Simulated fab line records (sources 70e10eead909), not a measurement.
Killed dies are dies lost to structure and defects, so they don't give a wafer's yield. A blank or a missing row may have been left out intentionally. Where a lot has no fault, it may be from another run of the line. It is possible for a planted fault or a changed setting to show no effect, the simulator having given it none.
Which tool did it?    flow nand_harc    18 wafers from 6 lots sampled at 4 of the route's 1159 steps

## WHAT THE GAUGES SHOWED, per wafer
NHARC_P_GATE_INSPECT_68.
lot   measured      on                 raw_defect_count
L154  day 6 06:34   defect_inspect-01  165 136 130
L158  day 7 10:17   defect_inspect-01  284 181 274
L160  day 7 13:49   defect_inspect-01  1223 1156 1229
L169  day 10 00:17  defect_inspect-01  265 294 244
L172  day 10 15:41  defect_inspect-02  87 155 162
L174  day 11 06:36  defect_inspect-01  177 146 208

## WHAT TOOL EACH LOT RAN ON (gives the tool, then ch and the chambers of the sampled wafers, and finally the start)
lot   NHARC_P_GATE_STRIP_76                 NHARC_P_GATE_DESCUM_93            NHARC_P_GATE_STRIP_113
L154  plasma_asher-02 ch 0,1, day 6 02:42   rie_diel-06 ch 0,1, day 6 03:38   plasma_asher-02 ch 0,1, day 6 04:22
L158  plasma_asher-01 ch 0,1, day 7 06:17   rie_diel-11 ch 1,3, day 7 07:22   plasma_asher-02 ch 0,1, day 7 07:51
L160  plasma_asher-02 ch 0,1, day 7 08:49   rie_diel-09 ch 2,3, day 7 09:54   plasma_asher-01 ch 0,1, day 7 10:50
L169  plasma_asher-01 ch 0,1, day 9 20:17   rie_diel-06 ch 0,2, day 9 21:21   plasma_asher-02 ch 0,1, day 9 21:58
L172  plasma_asher-01 ch 0,1, day 10 11:29  rie_diel-11 ch 0,3, day 10 12:33  plasma_asher-02 ch 0,1, day 10 13:10
L174  plasma_asher-01 ch 0,1, day 11 02:22  rie_diel-11 ch 0,1, day 11 03:17  plasma_asher-01 ch 0,1, day 11 04:07
- NHARC_P_GATE_STRIP_76: strips in O2.
- NHARC_P_GATE_DESCUM_93: chemistry O2, time 3 s.
- NHARC_P_GATE_STRIP_113: strips in N2/H2, time 740 s.

## THE ANSWER, worked out from the rows above alone
Rule: the lots themselves supply what counts as usual. The widest of any qualifying gaps counts: lots, ordered by their means at a reading, are off when they make up no more than a third of the lots, leave a main group of 4 or more, and stand apart from it by 3 or more times the standard deviation of that group's means. If all means in a main group match to the digits the tables above print for the reading, that group is not used. A lot without any number at a reading at which 4 lots or more have one is off too. Where the step has rows for the other lots, those lots are counted as sound.
Off, at NHARC_P_GATE_INSPECT_68 on raw_defect_count: L160. The main group has a mean of 194 with a standard deviation of 54.
If a tool, at a process step before that reading, ran all the lots that are off and no sound lot after the first of them, it fits. Gauges at NHARC_P_GATE_INSPECT_68: tried the same way as those tools. Can't be told from this: 2 tools fit, plasma_asher-02 at NHARC_P_GATE_STRIP_76, rie_diel-09 at NHARC_P_GATE_DESCUM_93.

## WHAT WAS PUT IN BY THE SIMULATOR
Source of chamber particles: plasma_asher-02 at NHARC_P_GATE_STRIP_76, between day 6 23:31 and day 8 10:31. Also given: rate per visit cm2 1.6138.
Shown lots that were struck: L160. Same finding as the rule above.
